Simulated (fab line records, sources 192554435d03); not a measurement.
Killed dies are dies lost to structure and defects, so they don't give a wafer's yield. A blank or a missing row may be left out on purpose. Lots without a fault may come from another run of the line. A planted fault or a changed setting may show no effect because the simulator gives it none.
Chamber matching | flow n5_finfet | N5_BEOL_M9_STRIP_67 on rie_diel-03: 4 sister chambers
The step strips in CF4. 20 wafers are shown with their chamber, then 10 later ones without.

WAFERS WITH THEIR CHAMBER
wafer  | chamber | showerhead_plenum_p_Torr (Torr) | drypump_motor_current_A (A) | throttle_valve_pct (%)
L078.2 | 3       | 1.76                            | 6.5                         | 13.82
L078.5 | 1       | 1.84                            | 5.8                         | 13.75
L078.6 | 0       | 1.73                            | 6.4                         | 13.67
L077.1 | 2       | 1.82                            | 6.2                         | 13.00
L077.4 | 0       | 1.73                            | 6.3                         | 13.67
L077.5 | 3       | 1.76                            | 6.5                         | 13.82
L082.2 | 3       | 1.76                            | 6.5                         | 13.24
L082.3 | 2       | 1.81                            | 6.2                         | 13.01
L082.5 | 2       | 1.81                            | 6.2                         | 13.02
L085.3 | 0       | 1.72                            | 6.4                         | 13.72
L085.5 | 2       | 1.81                            | 6.2                         | 13.02
L085.6 | 1       | 1.83                            | 5.8                         | 13.81
L086.4 | 0       | 1.72                            | 6.4                         | 13.74
L086.5 | 2       | 1.81                            | 6.2                         | 13.01
L086.6 | 3       | 1.76                            | 6.5                         | 13.27
L089.1 | 0       | 1.72                            | 6.4                         | 13.74
L089.2 | 3       | 1.76                            | 6.4                         | 13.29
L089.3 | 2       | 1.81                            | 6.2                         | 13.04
L090.1 | 1       | 1.83                            | 5.8                         | 13.83
L090.2 | 3       | 1.76                            | 6.4                         | 13.27

SIGNATURES (means of the wafers above)
reading                  | chamber 0 | chamber 1 | chamber 2 | chamber 3 | scatter within a chamber
showerhead_plenum_p_Torr | 1.7240    | 1.8333    | 1.8117    | 1.7600    | 0.00411
drypump_motor_current_A  | 6.380     | 5.800     | 6.200     | 6.467     | 0.0365
throttle_valve_pct       | 13.7080   | 13.7967   | 13.0167   | 13.4517   | 0.162
Rule: a wafer's distance from a chamber is the root of the sum, over the readings, of the square of ((its reading less the chamber's mean) divided by the reading's scatter). The wafer belongs to the nearest chamber; if the next one is less than 2 further off, it can't be placed. The scatter: the root of (the sum of the squares of (reading less its chamber's mean) over the shown wafers, divided by (wafers less chambers)).

WAFERS WITHOUT THEIR CHAMBER
wafer  | showerhead_plenum_p_Torr (Torr) | drypump_motor_current_A (A) | throttle_valve_pct (%)
L090.3 | 1.81                            | 6.2                         | 13.05
L091.1 | 1.83                            | 5.8                         | 13.84
L091.5 | 1.76                            | 6.5                         | 13.28
L091.6 | 1.72                            | 6.4                         | 13.74
L092.3 | 1.75                            | 6.5                         | 13.29
L092.4 | 1.72                            | 6.4                         | 13.75
L092.5 | 1.72                            | 6.4                         | 13.76
L094.1 | 1.75                            | 6.5                         | 13.30
L094.2 | 1.81                            | 6.2                         | 13.07
L094.4 | 1.83                            | 5.7                         | 13.86

WHICH CHAMBER EACH WENT THROUGH
wafer  | from the rows above | in truth
L090.3 | 2                   | 2
L091.1 | 1                   | 1
L091.5 | 3                   | 3
L091.6 | 0                   | 0
L092.3 | 3                   | 3
L092.4 | 0                   | 0
L092.5 | 0                   | 0
L094.1 | 3                   | 3
L094.2 | 2                   | 2
L094.4 | 1                   | 1
Placed correctly: 10 of 10. Can't be placed from these rows: 0. Placed wrongly: 0.
